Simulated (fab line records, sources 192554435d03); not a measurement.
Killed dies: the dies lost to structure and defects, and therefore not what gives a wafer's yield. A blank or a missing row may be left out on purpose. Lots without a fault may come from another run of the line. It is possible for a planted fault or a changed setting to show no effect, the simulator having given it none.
Split-lot study	flow n5_finfet	7 lots, 21 wafers read, on a route of 1938 steps

== ABOUT THE SPLIT ==
At N5_ZERO_LAYER_EXPOSE_08 (exposes mask ZERO, defocus 0 nm, target cd 2000 nm), the setting dose_mj was moved away from the recipe's 16.2 on 6 of the 21 wafers read, by +2.2% to +7.4%. For the rest of the wafers, this setting stayed at what the recipe calls for.

== FROM THE SPLIT TO THE READING: what the file shows between them, 3 steps ==
- N5_ZERO_LAYER_PEB_09
- N5_ZERO_LAYER_DEVELOP_10: develop time 60 s
- N5_ZERO_LAYER_HARDBAKE_23: time 120 s

== THE READING ==
At N5_ZERO_LAYER_CD_MEAS_11: cd_nm in nanometres, against a target cd of 2000 nm. A value of 2000.2 nm with a standard deviation of 2 nm is what fault-free wafers of this fab line usually give.

wafer	tool, chamber at the split	dose_mj as run	against the recipe	cd_nm, nm	against lot-mates on the recipe
L074.3	krf_scanner-02, 0	16.2	recipe	2000.3	-
L074.4	krf_scanner-02, 0	17.31	+6.9%	2015.7	+14.3
L074.6	krf_scanner-02, 0	16.2	recipe	2002.6	-
L075.3	krf_scanner-02, 0	16.2	recipe	1998.9	-
L075.4	krf_scanner-02, 0	16.2	recipe	1999.2	-
L075.6	krf_scanner-02, 0	16.2	recipe	1999.4	-
L082.2	krf_scanner-01, 0	17.14	+5.8%	2008.6	+10.5
L082.3	krf_scanner-01, 0	16.2	recipe	1996.8	-
L082.5	krf_scanner-01, 0	16.2	recipe	1999.3	-
L083.1	krf_scanner-01, 0	16.2	recipe	1999.7	-
L083.5	krf_scanner-01, 0	16.2	recipe	1999.2	-
L083.6	krf_scanner-01, 0	16.2	recipe	2000.2	-
L087.3	krf_scanner-02, 0	16.2	recipe	2003.2	-
L087.4	krf_scanner-02, 0	17.4	+7.4%	2015.7	+13.5
L087.6	krf_scanner-02, 0	16.2	recipe	2001.3	-
L091.2	krf_scanner-02, 0	16.78	+3.6%	2006.9	+8.4
L091.4	krf_scanner-02, 0	16.2	recipe	1997.6	-
L091.6	krf_scanner-02, 0	16.2	recipe	1999.5	-
L092.4	krf_scanner-02, 0	16.2	recipe	2001.2	-
L092.5	krf_scanner-02, 0	16.56	+2.2%	2004.0	+2.8
L092.6	krf_scanner-02, 0	16.56	+2.2%	2007.1	+5.9

FIT RESULTS
A straight line over all 21 wafers: cd_nm changes by +2.05 nm for each +1% of dose_mj; r = +0.95; the points scatter about the line by 1.8 nm.
The same after taking each lot's own level away (the mean of its wafers on the recipe; 21 wafers): +1.94 nm for each +1%; r = +0.98; scatter 1 nm.
Per that fit: largest dose_mj move, reading shift of 14 nm.
Measured against the standard deviation above, the lots' own levels, which go from 1998.05 to 2002.25 nm, span 2.1 times it.
Consequently the slope shifts little with the lot-to-lot level, the two slopes agreeing.
Check: for one of the wafers moved furthest among these (+7.4%), held out of the fit, the line's prediction against its lot-mates is +14.9 nm. Against them it came out at +13.5 nm.

== OTHER SPLITS ON THESE WAFERS ==
These wafers also went through other splits before the reading. Each is held against what the fit with the lots' levels taken away leaves over:
other split on the same wafers	wafers away from the commonest value	r with cd_nm (lot level and that fit taken away)
N5_ZERO_LAYER_PECVD_02 time_s	10	-0.17

== THE WHOLE CHAIN: every reading that the file lists as answering this split, in the file's order ==
step	what it does	reading	change (the file's fit)	r (the file's)
N5_ZERO_LAYER_CD_MEAS_11	target cd 2000 nm	cd_nm	+1.94 nm for each +1% of the setting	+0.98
N5_ZERO_LAYER_DESCUM_16	chemistry O2, time 7.9 s	ZERO_LAYER.cd_nm (the simulator's own value, which no gauge read)	+1.97 nm for each +1% of the setting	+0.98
N5_ZERO_LAYER_ETCH_18	etches Si in HBr/Cl2, target depth 120 nm, time 40 s	ZERO_LAYER.cd_nm (the simulator's own value, which no gauge read)	+1.95 nm for each +1% of the setting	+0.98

== FILE'S OWN FIT ==
cd_nm changes by +1.94 nm for each +1% of dose_mj, r = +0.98.
